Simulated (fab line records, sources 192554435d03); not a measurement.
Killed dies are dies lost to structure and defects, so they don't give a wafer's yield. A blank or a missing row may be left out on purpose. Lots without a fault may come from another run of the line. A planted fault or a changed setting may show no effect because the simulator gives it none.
Chamber matching | flow n5_finfet | N5_FIN_SAQP_MANDREL2_REMOVE_60 on rie_si-04: 4 sister chambers
The step chemistry HBr/Cl2/O2, target a-Si, stops on SiNx, bt time 10 s. 16 wafers are shown with their chamber, then 8 later ones without.

WAFERS WITH THEIR CHAMBER
wafer  | chamber | drypump_motor_current_A (A) | throttle_valve_pct (%) | oes_product_au (a.u.)
L078.1 | 1       | 6.3                         | 36.8                   | 1.006
L078.2 | 0       | 6.0                         | 36.5                   | 1.000
L078.4 | 3       | 6.3                         | 36.3                   | 1.023
L083.1 | 2       | 4.9                         | 36.5                   | 1.022
L083.2 | 3       | 6.3                         | 36.3                   | 1.022
L083.5 | 0       | 5.9                         | 36.5                   | 1.007
L084.1 | 3       | 6.3                         | 36.4                   | 1.008
L084.2 | 2       | 4.9                         | 36.5                   | 1.028
L084.4 | 1       | 6.3                         | 36.7                   | 1.008
L085.2 | 2       | 4.9                         | 36.5                   | 1.018
L085.5 | 1       | 6.3                         | 36.8                   | 1.009
L085.6 | 2       | 5.0                         | 36.5                   | 1.018
L086.1 | 3       | 6.3                         | 36.3                   | 1.020
L086.3 | 2       | 4.9                         | 36.5                   | 1.017
L086.4 | 2       | 4.9                         | 36.5                   | 1.023
L087.3 | 1       | 6.3                         | 36.8                   | 1.013

SIGNATURES (means of the wafers above)
reading                 | chamber 0 | chamber 1 | chamber 2 | chamber 3 | scatter within a chamber
drypump_motor_current_A | 5.950     | 6.300     | 4.917     | 6.300     | 0.0333
throttle_valve_pct      | 36.500    | 36.775    | 36.500    | 36.325    | 0.0354
oes_product_au          | 1.00350   | 1.00900   | 1.02100   | 1.01825   | 0.00486
Rule: a wafer's distance from a chamber is the root of the sum, over the readings, of the square of ((its reading less the chamber's mean) divided by the reading's scatter). The wafer belongs to the nearest chamber; if the next one is less than 2 further off, it can't be placed. The scatter: the root of (the sum of the squares of (reading less its chamber's mean) over the shown wafers, divided by (wafers less chambers)).

WAFERS WITHOUT THEIR CHAMBER
wafer  | drypump_motor_current_A (A) | throttle_valve_pct (%) | oes_product_au (a.u.)
L087.4 | 6.3                         | 36.4                   | 1.015
L087.6 | 6.3                         | 36.4                   | 1.015
L093.2 | 6.3                         | 36.8                   | 1.018
L093.4 | 5.9                         | 36.5                   | 1.012
L093.6 | 5.9                         | 36.6                   | 1.003
L095.1 | 5.9                         | 36.6                   | 1.008
L095.5 | 4.9                         | 36.5                   | 1.014
L095.6 | 6.3                         | 36.4                   | 1.007

WHICH CHAMBER EACH WENT THROUGH
wafer  | from the rows above | in truth
L087.4 | 3                   | 3
L087.6 | 3                   | 3
L093.2 | 1                   | 1
L093.4 | 0                   | 0
L093.6 | 0                   | 0
L095.1 | 0                   | 0
L095.5 | 2                   | 2
L095.6 | 3                   | 3
Placed correctly: 8 of 8. Can't be placed from these rows: 0. Placed wrongly: 0.
